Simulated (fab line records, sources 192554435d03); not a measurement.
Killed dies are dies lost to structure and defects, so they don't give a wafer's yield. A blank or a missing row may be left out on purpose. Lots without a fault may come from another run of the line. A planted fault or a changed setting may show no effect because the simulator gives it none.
Which tool did it? | flow n5_finfet | 8 lots, 24 wafers sampled, at 6 steps of a route of 1938

WHAT THE GAUGES READ, wafer by wafer
N5_FIN_CUT_CD_MEAS_08: target cd 29.1 nm.
lot  | measured    | on        | cd_nm (nm)
L417 | day 2 01:58 | cd_sem-02 | 29.25 29.19 28.78
L420 | day 2 20:59 | cd_sem-01 | 28.67 29.35 29.20
L423 | day 3 16:38 | cd_sem-03 | 28.72 29.06 28.62
L432 | day 5 20:46 | cd_sem-02 | 28.91 29.16 29.11
L433 | day 6 10:50 | cd_sem-02 | 28.45 28.07 28.08
L434 | day 6 16:10 | cd_sem-03 | 27.79 28.23 28.21
L437 | day 7 05:05 | cd_sem-03 | 29.11 28.95 29.08
L439 | day 7 16:11 | cd_sem-02 | 28.77 29.41 28.96

N5_BEOL_M4_RC_MEAS_101.
lot  | measured     | on        | DIBL_N (mV/V)  | DIBL_P (mV/V)  | IOFF_N (nA/um)    | IOFF_P (nA/um)    | ION_N (uA/um) | ION_P (uA/um) | SS_N (mV/dec)  | SS_P (mV/dec)  | VT_N (mV)         | VT_P (mV)
L417 | day 7 14:05  | prober-01 | 36.3 35.6 36.4 | 35.8 34.9 35.2 | 0.162 0.149 0.160 | 0.194 0.182 0.188 | 674 654 655   | 458 449 453   | 71.9 71.7 71.4 | 73.4 73.3 74.0 | 249.4 250.6 249.2 | -251.8 -255.3 -251.0
L420 | day 8 06:36  | prober-02 | 37.0 35.4 34.7 | 37.7 36.0 35.2 | 0.187 0.150 0.138 | 0.214 0.183 0.173 | 688 673 665   | 461 456 456   | 72.5 71.9 71.7 | 73.3 73.1 72.8 | 246.9 251.1 250.6 | -248.0 -253.8 -253.1
L423 | day 9 11:40  | prober-01 | 36.4 33.3 35.5 | 36.7 33.2 35.5 | 0.144 0.112 0.134 | 0.225 0.173 0.205 | 652 676 669   | 459 465 464   | 70.8 70.8 71.2 | 73.0 71.9 72.8 | 252.7 254.2 252.9 | -248.0 -249.8 -250.0
L432 | day 11 19:55 | prober-02 | 36.7 35.7 34.9 | 37.1 36.7 35.7 | 0.162 0.147 0.131 | 0.224 0.218 0.195 | 672 673 666   | 470 466 462   | 71.6 71.1 71.6 | 73.3 73.3 73.3 | 249.7 252.8 253.9 | -247.1 -246.9 -247.2
L433 | day 12 05:11 | prober-02 | 36.0 34.2 35.2 | 36.7 33.7 34.7 | 0.159 0.129 0.141 | 0.232 0.190 0.192 | 679 669 663   | 466 463 457   | 72.1 71.5 71.1 | 73.3 72.7 72.7 | 249.3 251.4 250.4 | -248.2 -248.6 -251.4
L434 | day 12 18:50 | prober-02 | 35.7 35.6 35.6 | 36.6 36.9 36.2 | 0.176 0.173 0.174 | 0.214 0.209 0.202 | 678 675 682   | 460 461 459   | 71.9 72.3 72.5 | 73.4 73.1 73.6 | 248.0 249.2 247.9 | -253.1 -250.9 -251.1
L437 | day 12 22:19 | prober-02 | 38.6 36.9 39.0 | 37.3 36.2 37.4 | 0.201 0.162 0.196 | 0.240 0.213 0.229 | 679 664 666   | 465 454 460   | 71.2 70.9 71.8 | 73.5 73.0 73.7 | 245.6 249.2 246.6 | -246.5 -248.0 -249.1
L439 | day 13 14:47 | prober-02 | 38.4 39.1 37.7 | 38.8 39.1 37.5 | 0.186 0.205 0.175 | 0.236 0.240 0.207 | 677 685 684   | 466 467 463   | 71.4 72.2 71.6 | 73.5 73.5 72.5 | 249.3 246.7 248.6 | -249.4 -248.1 -252.9

WHICH TOOL RAN EACH LOT (tool, then ch and the chambers of the sampled wafers, then the start)
lot  | N5_FIN_SAQP_RECESS_71             | N5_FIN_SAQP_HM_OPEN_33            | N5_FIN_CUT_EXPOSE_05             | N5_FIN_CUT_ETCH_21
L417 | vapor_etch-01 ch 0,1, day 2 00:18 | rie_diel-01 ch 0,1,2, day 2 01:01 | euv_scanner-01 ch 0, day 2 01:50 | rie_diel-05 ch 0,2,3, day 2 02:11
L420 | vapor_etch-02 ch 0,1, day 2 19:18 | rie_diel-04 ch 1,2,3, day 2 20:01 | euv_scanner-01 ch 0, day 2 20:51 | rie_diel-06 ch 0,1, day 2 21:17
L423 | vapor_etch-01 ch 0,1, day 3 14:54 | rie_diel-01 ch 0,1,2, day 3 15:47 | euv_scanner-02 ch 0, day 3 16:29 | rie_diel-02 ch 0,1,2, day 3 16:50
L432 | vapor_etch-01 ch 0,1, day 5 19:13 | rie_diel-01 ch 1,2,3, day 5 19:56 | euv_scanner-02 ch 0, day 5 20:38 | rie_diel-05 ch 0,2,3, day 5 21:33
L433 | vapor_etch-02 ch 0,1, day 6 08:56 | rie_diel-04 ch 0,2,3, day 6 09:52 | euv_scanner-01 ch 0, day 6 10:43 | rie_diel-05 ch 0,2,3, day 6 11:04
L434 | vapor_etch-02 ch 0,1, day 6 14:11 | rie_diel-03 ch 0,1, day 6 15:19   | euv_scanner-01 ch 0, day 6 16:01 | rie_diel-02 ch 2,3, day 6 16:25
L437 | vapor_etch-02 ch 0,1, day 7 03:24 | rie_diel-01 ch 0,1,3, day 7 04:07 | euv_scanner-02 ch 0, day 7 04:57 | rie_diel-05 ch 0,3, day 7 05:18
L439 | vapor_etch-01 ch 0,1, day 7 14:26 | rie_diel-03 ch 1,2,3, day 7 15:14 | euv_scanner-02 ch 0, day 7 16:03 | rie_diel-02 ch 1,3, day 7 16:24
- N5_FIN_SAQP_RECESS_71: chemistry HF/NH3, target SiO2, target depth 3 nm, afs cycles 1, sublimation time 60 s.
- N5_FIN_SAQP_HM_OPEN_33: chemistry CH3F/O2, target SiNx, target depth 49.4 nm, time 70.6 s.
- N5_FIN_CUT_EXPOSE_05: exposes mask FIN CUT.
- N5_FIN_CUT_ETCH_21: etches SOC in N2/H2, target depth 219 nm, overetch 43.8 nm, time 523.5 s.

WHAT THE TOOLS THEMSELVES READ (means of the sampled wafers that have a number; where no wafer has one, the mark that the record gives instead)
N5_FIN_SAQP_RECESS_71.
lot  | tool          | drypump_motor_current_A (A) | foreline_p_Torr (Torr)
L417 | vapor_etch-01 | 5.68                        | 0.1287
L420 | vapor_etch-02 | 5.69                        | 0.1280
L423 | vapor_etch-01 | 5.70                        | 0.1279
L432 | vapor_etch-01 | 5.70                        | 0.1281
L433 | vapor_etch-02 | 5.70                        | 0.1284
L434 | vapor_etch-02 | 5.70                        | 0.1281
L437 | vapor_etch-02 | 5.69                        | 0.1278
L439 | vapor_etch-01 | 5.68                        | 0.1282

N5_FIN_SAQP_HM_OPEN_33.
lot  | tool        | chamber_pressure_mTorr (mTorr) | drypump_motor_current_A (A) | etch_rf_on_time_s (s) | oes_o_777_au (a.u.) | oes_product_au (a.u.) | rf_vpp_V (V) | showerhead_plenum_p_Torr (Torr) | throttle_valve_pct (%)
L417 | rie_diel-01 | 30.018                         | 6.3                         | 69.6                  | 0.74                | 0.65                  | 298.3        | 1.97                            | 16.46
L420 | rie_diel-04 | 30.011                         | 5.7                         | 68.7                  | 0.76                | 0.65                  | 294.6        | 2.03                            | 16.49
L423 | rie_diel-01 | 30.011                         | 6.4                         | 69.4                  | 0.73                | 0.63                  | 298.4        | 1.97                            | 16.50
L432 | rie_diel-01 | 29.991                         | 6.2                         | 68.3                  | 0.80                | 0.69                  | 297.9        | 2.02                            | 16.37
L433 | rie_diel-04 | 30.026                         | 5.6                         | 69.3                  | 0.71                | 0.60                  | 294.8        | 1.98                            | 16.46
L434 | rie_diel-03 | 30.011                         | 5.8                         | 68.9                  | 0.69                | 0.59                  | 296.6        | 2.00                            | 16.56
L437 | rie_diel-01 | 30.009                         | 6.4                         | 67.7                  | 0.82                | 0.71                  | 298.0        | 2.05                            | 16.45
L439 | rie_diel-03 | 30.004                         | 6.0                         | 69.2                  | 0.70                | 0.60                  | 298.0        | 1.97                            | 16.53

N5_FIN_CUT_EXPOSE_05.
lot  | tool           | exposure_dose_mJ_cm2 | reticle_temp_C (C)
L417 | euv_scanner-01 | 45.68                | 23.08
L420 | euv_scanner-01 | 45.60                | 23.04
L423 | euv_scanner-02 | 45.58                | 22.90
L432 | euv_scanner-02 | 45.62                | 22.91
L433 | euv_scanner-01 | 42.94                | 22.85
L434 | euv_scanner-01 | 43.43                | 22.95
L437 | euv_scanner-02 | 45.51                | 22.89
L439 | euv_scanner-02 | 45.60                | 22.92

N5_FIN_CUT_ETCH_21.
lot  | tool        | chamber_pressure_mTorr (mTorr) | drypump_motor_current_A (A) | h2_flow_sccm (sccm) | oes_product_au (a.u.) | rf_vpp_V (V) | showerhead_plenum_p_Torr (Torr) | throttle_valve_pct (%)
L417 | rie_diel-05 | 29.994                         | 5.6                         | 199.6               | 0.68                  | 240.3        | 2.50                            | 17.99
L420 | rie_diel-06 | 30.014                         | 5.7                         | 200.1               | 0.82                  | 240.6        | 2.56                            | 17.59
L423 | rie_diel-02 | 29.990                         | 5.3                         | 199.7               | 0.71                  | 240.8        | 2.52                            | 17.98
L432 | rie_diel-05 | 29.987                         | 5.6                         | 200.0               | 0.65                  | 240.3        | 2.48                            | 18.05
L433 | rie_diel-05 | 30.015                         | 5.6                         | 200.2               | 0.66                  | 239.6        | 2.48                            | 18.07
L434 | rie_diel-02 | 29.987                         | 6.1                         | 200.5               | 0.68                  | 240.6        | 2.56                            | 17.73
L437 | rie_diel-05 | 30.018                         | 5.8                         | 199.5               | 0.63                  | 239.4        | 2.43                            | 18.05
L439 | rie_diel-02 | 30.021                         | 5.9                         | 200.2               | 0.77                  | 242.1        | 2.64                            | 17.80

THE ANSWER, worked out from the rows above alone
Rule: what is usual is taken from the lots themselves. Put in order of their means at a reading, lots are off if they are a third of the lots or fewer, leave a main group of 4 or more, and stand apart from it by a gap of 3 or more times the standard deviation of the main group's means; of several such gaps the widest counts. A main group whose means are all the same, to the digits that the tables above print for the reading, isn't used. A lot without any number at a reading at which 4 lots or more have one is off too. The other lots that the step has rows for count as sound. The gauges are gone through in route order, then the tools' own readings, and for those a lot's mean is taken as printed above. The first step at which some lot is off is used, and at that step the reading that is off furthest; a lot without a number counts as furthest.
Off: L433, L434, at N5_FIN_CUT_CD_MEAS_08 (cd_nm). The main group: mean 29.02 nm, standard deviation 0.098.
A tool fits if, at a process step before that reading, it ran every lot that is off, and no sound lot after the first of them. The gauges at N5_FIN_CUT_CD_MEAS_08 aren't tried: what is off there is off at N5_FIN_CUT_EXPOSE_05 too, on other tools, and a gauge's error can't cause that. One fits: euv_scanner-01 at N5_FIN_CUT_EXPOSE_05. Its last sound lot is L420 (day 2 20:51), its first lot that is off L433 (day 6 10:43): a fault that began between those two fits.
The tool's own readings at N5_FIN_CUT_EXPOSE_05 bear it out: on the lots that are off they differ by more than 5 times the standard deviation of the sound lots' means. exposure_dose_mJ_cm2 reads 43.19 there against 45.60 on the sound lots.

WHAT THE SIMULATOR HAD PUT IN
Process parameter drift: euv_scanner-01, from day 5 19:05 on, at N5_FIN_CUT_EXPOSE_05. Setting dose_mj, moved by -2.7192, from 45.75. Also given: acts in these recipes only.
Lots struck among those shown: L433, L434. The rule above found the same.
